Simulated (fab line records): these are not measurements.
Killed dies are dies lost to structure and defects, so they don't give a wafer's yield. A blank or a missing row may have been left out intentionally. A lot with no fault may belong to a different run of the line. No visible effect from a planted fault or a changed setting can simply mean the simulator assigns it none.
Chamber matching || flow n5_finfet || N5_MIM_TOP_ETCH_STRIP_01 on rie_diel-01 has 4 sister chambers
The step strips in O2. 8 wafers are shown with their chamber, then 7 later ones without.

WAFERS, EACH WITH ITS CHAMBER
{"wafer": "L075.2", "chamber": 3, "drypump_motor_current_A (A)": 5.5, "throttle_valve_pct (%)": 16.75}
{"wafer": "L086.2", "chamber": 1, "drypump_motor_current_A (A)": 5.6, "throttle_valve_pct (%)": 16.47}
{"wafer": "L086.5", "chamber": 2, "drypump_motor_current_A (A)": 6.1, "throttle_valve_pct (%)": 17.03}
{"wafer": "L091.1", "chamber": 0, "drypump_motor_current_A (A)": 5.3, "throttle_valve_pct (%)": 16.72}
{"wafer": "L091.2", "chamber": 3, "drypump_motor_current_A (A)": 5.4, "throttle_valve_pct (%)": 16.32}
{"wafer": "L091.3", "chamber": 1, "drypump_motor_current_A (A)": 5.5, "throttle_valve_pct (%)": 16.55}
{"wafer": "L090.3", "chamber": 2, "drypump_motor_current_A (A)": 6.1, "throttle_valve_pct (%)": 17.06}
{"wafer": "L090.5", "chamber": 0, "drypump_motor_current_A (A)": 5.2, "throttle_valve_pct (%)": 16.66}

WAFERS WHOSE CHAMBER IS MISSING
{"wafer": "L090.6", "drypump_motor_current_A (A)": 5.5, "throttle_valve_pct (%)": 16.31}
{"wafer": "L092.2", "drypump_motor_current_A (A)": 5.5, "throttle_valve_pct (%)": 16.40}
{"wafer": "L092.4", "drypump_motor_current_A (A)": 5.6, "throttle_valve_pct (%)": 16.51}
{"wafer": "L092.6", "drypump_motor_current_A (A)": 5.5, "throttle_valve_pct (%)": 16.35}
{"wafer": "L094.4", "drypump_motor_current_A (A)": 5.3, "throttle_valve_pct (%)": 16.69}
{"wafer": "L094.5", "drypump_motor_current_A (A)": 6.1, "throttle_valve_pct (%)": 17.05}
{"wafer": "L094.6", "drypump_motor_current_A (A)": 5.5, "throttle_valve_pct (%)": 16.38}

WHICH CHAMBER EACH ONE RAN IN
{"wafer": "L090.6", "from the rows above": "can't be placed: 1 or 3", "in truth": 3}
{"wafer": "L092.2", "from the rows above": "can't be placed: 1 or 3", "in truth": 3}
{"wafer": "L092.4", "from the rows above": "can't be placed: 1 or 3", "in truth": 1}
{"wafer": "L092.6", "from the rows above": "can't be placed: 1 or 3", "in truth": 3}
{"wafer": "L094.4", "from the rows above": "can't be placed: 0 or 3", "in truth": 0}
{"wafer": "L094.5", "from the rows above": 2, "in truth": 2}
{"wafer": "L094.6", "from the rows above": "can't be placed: 1 or 3", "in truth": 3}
Placed correctly: 1 of 7. These rows do not allow placing 6 (true chamber among the candidates in 6). Placed wrongly: 0.
How it was worked out, from the rows above alone: a wafer's distance from a chamber is the root of the sum, over the readings, of the square of ((its reading less the chamber's mean) divided by the reading's scatter). If the next closest chamber is less than 2 further off than the closest, the wafer can't be placed; otherwise it belongs to the closest. Each chamber's mean is taken over the wafers shown for it. How the scatter is found: for the shown wafers, subtract from each reading the mean of its chamber, square and add these, divide the total by (wafers less chambers), then take the root.
